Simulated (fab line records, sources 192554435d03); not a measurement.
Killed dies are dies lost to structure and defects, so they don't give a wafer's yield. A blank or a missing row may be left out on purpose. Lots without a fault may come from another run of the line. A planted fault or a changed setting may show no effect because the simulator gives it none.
fab line records | flow n5_finfet
record lots=7 wafers=21 last_day=19
route steps=1938 shown DUMMY_GATE@212 BEOL_M4@1111
lots that met no fault: from a run of the same line without faults
start_h: hours from the record's first day to the start of the lot's first wafer shown | wait_h: hours since the lot's step before | " the same as in the row above | L1.1+2: a row that stands for several wafers | - no value, or no start given | * or withheld: withheld | < > ~ a bound
route shown NAME@n: a module of which the file shows steps, and the number in the route of the first | usual: mean/standard deviation of fault-free wafers | same: alike in all rows | chamber/n: place in a boat | sites: the reading at each site | _std_site: their standard deviation | _edge_site: outer sites' mean less inner sites' | radius_mm: how far each site lies from the wafer's centre | mask NAME#n: copy n | behind: the tool/chamber that last shaped the wafer | hold: why the lot was held/for how many hours/how that ended | device: the transistor (n, p or np) that didn't switch | end of line: the same wafers' tests at the end of the route | a step without rows: its recipe alone | killed: dies lost to structure and defects at the first sort, not the wafer's yield | map: a wafer's dies, x killed, . not, _ none there
set.NAME: the setting as run; set.NAME@STEP: as run at that earlier step | model.NAME: the simulator's own value behind a step, which no gauge read
lots at some steps of the route; a table a step, a row a wafer
services: from which hour (start_h, from the record's first day; less than 0 if before it) a tool's chamber was out of use, for how many hours, and why
## steps
# step N5_DUMMY_GATE_PRECLEAN_00
# recipe chemistry=O3/DIW time_s=60 temp_c=22 o3_ppm=10
# step N5_DUMMY_GATE_SRD_01
# recipe time_s=30 temp_c=23 rinse_liquid=diw dry=ipa_marangoni
# step N5_DUMMY_GATE_ALD_02
# recipe material=SiO2 target_thk_a=20 temp_c=300 ald_precursor_family=BDEAS ald_co_reactant=O2-plasma pulse_time_s=1 pressure_torr=2
# usual heater_power_w=468/42 precursor_pulse_height_rel=0.998/0.022
# columns lot.wafer tool chamber start_h wait_h heater_power_w precursor_pulse_height_rel
L375.2 ald_sin-03 0 66.41 0.0 515 0.998
L375.3 " 3 " " 484 0.997
L375.5 " 2 " " 474 0.980
L377.3 ald_sin-04 0 78.15 0.0 428 1.030
L377.4 " 2 " " 485 1.001
L377.5 " 1 " " 390 1.031
L378.2 ald_sin-03 3 86.19 0.0 503 0.998
L378.5 " 3 " " 493 0.998
L378.6 " 0 " " 525 0.966
L379.1 ald_sin-03 2 90.55 0.0 468 0.980
L379.4 " 1 " " 456 0.998
L379.5 " 1 " " 452 0.958
L390.2 ald_sin-04 2 159.40 0.0 492 1.013
L390.5 " 0 " " 436 0.992
L390.6 " 3 " " 520 1.020
L391.1 ald_sin-02 3 166.31 1.0 521 1.023
L391.3 " 1 " " 467 1.028
L391.4 " 0 " " 417 1.009
L392.1 ald_sin-04 1 171.61 0.0 399 1.016
L392.3 " 0 " " 445 0.975
L392.4 " 2 " " 492 0.993
# step N5_DUMMY_GATE_CVD_03
# recipe material=a-Si target_thk_a=1500 temp_c=530 precursor=SiH4 time_s=8042
# step N5_DUMMY_GATE_PRECLEAN_46
# recipe chemistry=DIW time_s=89.5 temp_c=23
# step N5_DUMMY_GATE_SRD_47
# recipe dry_time_s=32 dry=n2_spin spin_rpm=1500
# step N5_DUMMY_GATE_CMP_04
# recipe material=a-Si post_cmp_clean=alkaline_brush
# usual motor_current_A=10.1/0.67 time_to_endpoint_s=13.7/2.7
# columns lot.wafer tool chamber start_h wait_h motor_current_A time_to_endpoint_s
L375.3 cmp-01 2 77.53 0.2 10.5 16.0
L375.2 " 0 " " 10.6 14.1
L375.5 " 3 " " 10.4 19.4
L377.3 cmp-04 2 85.41 0.1 9.5 9.5
L377.4 " 3 " " 11.2 8.4
L377.5 " 1 " " 10.8 13.7
L378.2 cmp-01 0 91.96 0.1 10.3 14.0
L378.5 " 1 " " 10.1 14.0
L378.6 " 2 " " 10.3 12.1
L379.1 cmp-04 2 94.42 0.1 9.2 13.4
L379.4 " 3 " " 10.5 7.9
L379.5 " 2 " " 9.7 11.8
L390.2 cmp-04 1 163.31 0.1 10.1 16.8
L390.5 " 3 " " 11.0 10.3
L390.6 " 0 " " 8.9 12.8
L391.4 cmp-03 2 170.16 0.0 10.2 13.6
L391.1 " 3 " " 10.7 13.5
L391.3 " 1 " " 10.8 12.3
L392.3 cmp-03 0 175.45 0.0 9.1 15.5
L392.1 " 2 " " 10.6 13.8
L392.4 " 3 " " 10.6 10.4
# step N5_DUMMY_GATE_THK_MEAS_05
# usual thk_nm=71.9/1.2
# columns lot.wafer tool chamber start_h wait_h thk_nm
L375.2 film_metro-02 - 77.77 0.1 71.0
L375.3 " - " " 70.7
L375.5 " - " " 72.7
L377.3 film_metro-01 - 85.62 0.2 72.4
L377.4 " - " " 69.4
L377.5 " - " " 70.4
L378.2 film_metro-02 - 92.11 0.1 72.0
L378.5 " - " " 71.4
L378.6 " - " " 71.6
L379.1 film_metro-02 - 94.63 0.2 72.6
L379.4 " - " " 70.7
L379.5 " - " " 72.4
L390.2 film_metro-01 - 163.49 0.1 73.4
L390.5 " - " " 72.5
L390.6 " - " " 70.5
L391.1 film_metro-01 - 170.40 0.2 71.0
L391.3 " - " " 70.6
L391.4 " - " " 71.7
L392.1 film_metro-02 - 175.69 0.1 70.7
L392.3 " - " " 70.6
L392.4 " - " " 71.2
# step N5_DUMMY_GATE_HM_DEP_06
# recipe material=SiNx target_thk_a=800 precursor=DCS/NH3 temp_c=700 pressure_mtorr=300 time_s=5141
# step N5_DUMMY_GATE_PECVD_30
# recipe material=SiO2 target_thk_a=550 temp_c=400 precursor=TEOS/O2 pressure_torr=6.5 rf_w=withheld teos_flow_sccm=withheld gas=O2 flow_sccm=2650 time_s=10.8
# step N5_DUMMY_GATE_COAT_34
# recipe resist=SOC temp_c=250 time_s=60 spin_rpm=1500 resist_thk_nm=60
# step N5_DUMMY_GATE_COAT_35
# recipe resist=SiARC temp_c=220 time_s=60 spin_rpm=1500 resist_thk_nm=10
# step N5_DUMMY_GATE_COAT_28
# recipe resist=underlayer temp_c=205 time_s=60 spin_rpm=1500 resist_thk_nm=10
# usual plate_temp_C=205.02/0.15 spin_speed_rpm=1500.0/1
# columns lot.wafer tool chamber start_h wait_h plate_temp_C spin_speed_rpm model.underlayer_of_DUMMY_GATE_COAT_28.thk_nm
L375.2 litho_track-02 0 83.06 - 204.79 1500.7 10
L375.3 " 0 " " 205.00 1498.6 10
L375.5 " 0 " " 205.21 1498.6 10
L377.3 litho_track-02 0 89.66 - 204.89 1344.0 10.6
L377.4 " 0 " " 204.82 1345.1 10.6
L377.5 " 0 " " 205.22 1343.5 10.6
L378.2 litho_track-02 0 96.14 - 204.94 1345.8 10.6
L378.5 " 0 " " 205.05 1345.3 10.6
L378.6 " 0 " " 205.14 1344.4 10.6
L379.1 litho_track-02 0 98.68 - 205.00 1347.1 10.6
L379.4 " 0 " " 205.08 1344.8 10.6
L379.5 " 0 " " 204.83 1345.7 10.6
L390.2 litho_track-05 0 167.52 - 204.96 1500.2 10
L390.5 " 0 " " 204.84 1500.5 10
L390.6 " 0 " " 204.76 1501.2 10
L391.1 litho_track-01 0 174.43 - 204.82 1500.2 10
L391.3 " 0 " " 204.80 1500.4 10
L391.4 " 0 " " 205.09 1498.8 10
L392.1 litho_track-02 0 179.74 - 205.10 1499.9 10
L392.3 " 0 " " 205.08 1500.2 10
L392.4 " 0 " " 205.24 1500.1 10
# step N5_DUMMY_GATE_COAT_09
# recipe resist=CAR-EUV spin_rpm=1500 resist_thk_nm=30
# step N5_BEOL_M4_RC_MEAS_101
# usual DIBL_N=36.0/1.7 DIBL_P=36.2/1.9 IOFF_N=0.154/0.028 IOFF_P=0.21/0.036 ION_N=675/11 ION_P=463/8.3 SS_N=71.4/0.63 SS_P=73.2/0.55 VT_N=250.2/3 VT_P=-251/3.7
# columns lot.wafer tool chamber start_h wait_h DIBL_N[mV/V] DIBL_P[mV/V] IOFF_N[nA/um] IOFF_P[nA/um] ION_N[uA/um] ION_P[uA/um] SS_N[mV/dec] SS_P[mV/dec] VT_N[mV] VT_P[mV]
L375.2 prober-01 0 262.72 0.2 37.4 38.6 0.169 0.20 681 462 71.7 73.6 249.5 -254
L375.3 " 0 " " 35.7 37.4 0.144 0.18 686 467 71.2 72.8 250.5 -254
L375.5 " 0 " " 35.9 36.7 0.131 0.16 654 444 71.7 73.5 252.7 -255
L377.3 prober-01 0 269.66 0.3 36.8 37.1 0.153 0.19 686 458 72.4 73.3 250.4 -256
L377.4 " 0 " " 35.6 34.6 0.127 0.16 666 453 71.8 72.2 252.1 -255
L377.5 " 0 " " 35.6 35.9 0.129 0.18 661 455 70.7 73.1 252.2 -252
L378.2 prober-01 0 276.47 0.2 35.3 37.1 0.151 0.21 679 471 70.7 73.5 249.1 -248
L378.5 " 0 " " 36.5 38.7 0.174 0.23 673 462 71.1 74.4 246.9 -250
L378.6 " 0 " " 35.8 37.8 0.161 0.22 690 473 71.5 73.3 249.3 -248
L379.1 prober-02 0 281.91 0.0 36.8 34.9 0.152 0.18 660 448 71.8 73.0 253.4 -254
L379.4 " 0 " " 34.3 33.4 0.118 0.17 666 458 71.0 73.1 252.1 -253
L379.5 " 0 " " 35.0 34.5 0.134 0.18 670 461 71.5 72.9 247.7 -250
L390.2 prober-01 0 342.52 0.2 37.5 38.1 0.170 0.21 673 457 71.1 73.2 247.9 -251
L390.5 " 0 " " 39.3 40.3 0.205 0.25 679 462 72.0 73.2 246.4 -250
L390.6 " 0 " " 36.6 36.5 0.157 0.19 674 458 70.9 72.8 250.1 -250
L391.1 prober-02 0 342.53 0.0 35.8 36.0 0.154 0.23 668 470 70.8 72.6 248.9 -245
L391.3 " 0 " " 33.1 33.3 0.116 0.19 678 473 71.0 72.5 251.4 -248
L391.4 " 0 " " 37.5 38.5 0.195 0.27 682 474 72.5 73.5 245.2 -248
L392.1 prober-01 0 344.15 0.0 37.2 37.7 0.191 0.28 681 471 71.9 73.7 248.2 -247
L392.3 " 0 " " 38.5 38.3 0.218 0.29 704 482 72.1 74.1 243.7 -244
L392.4 " 0 " " 39.2 38.9 0.211 0.30 682 473 72.8 72.8 246.9 -244
## services
# columns tool chamber start_h hours kind
ald_sin-02 0 47.97 1.5 repair
cmp-01 - 48.79 0.8 repair
cmp-03 - 59.53 6.3 repair
cmp-03 - 77.30 4.0 pm
cmp-03 - 81.30 - consumable_replace:conditioner
cmp-03 - 81.30 - consumable_replace:pad
cmp-03 - 91.82 0.2 repair
ald_sin-03 - 110.86 1.4 repair
cmp-01 - 117.61 0.3 repair
cmp-01 - 124.10 1.0 repair
litho_track-02 - 124.39 - consumable_replace:filter
cmp-04 - 134.18 0.7 repair
cmp-01 - 141.71 3.6 repair
ald_sin-02 - 176.75 14.0 pm
ald_sin-02 0 176.75 14.0 vent_cycle
ald_sin-02 1 176.75 14.0 vent_cycle
ald_sin-02 2 176.75 14.0 vent_cycle
ald_sin-02 3 176.75 14.0 vent_cycle
## key
first_sign step=N5_DUMMY_GATE_COAT_28 reading=spin_speed_rpm direction=down sigmas=99+ usual=* struck=*
effect none on later readings
model_effect step=N5_DUMMY_GATE_COAT_28 value=underlayer_of_DUMMY_GATE_COAT_28.thk_nm without=10 struck=10.6
met_at N5_DUMMY_GATE_COAT_28
struck_wafers L377.3,L377.4,L377.5,L378.2,L378.5,L378.6,L379.1,L379.4,L379.5
onset_between 83.06 89.66
fault kind=process_parameter_drift tool=litho_track-02 chamber=- onset_h=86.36 steps=N5_DUMMY_GATE_COAT_28 channel=spin_rpm offset=* shape=step end_h=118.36 acts_in=* stated=*
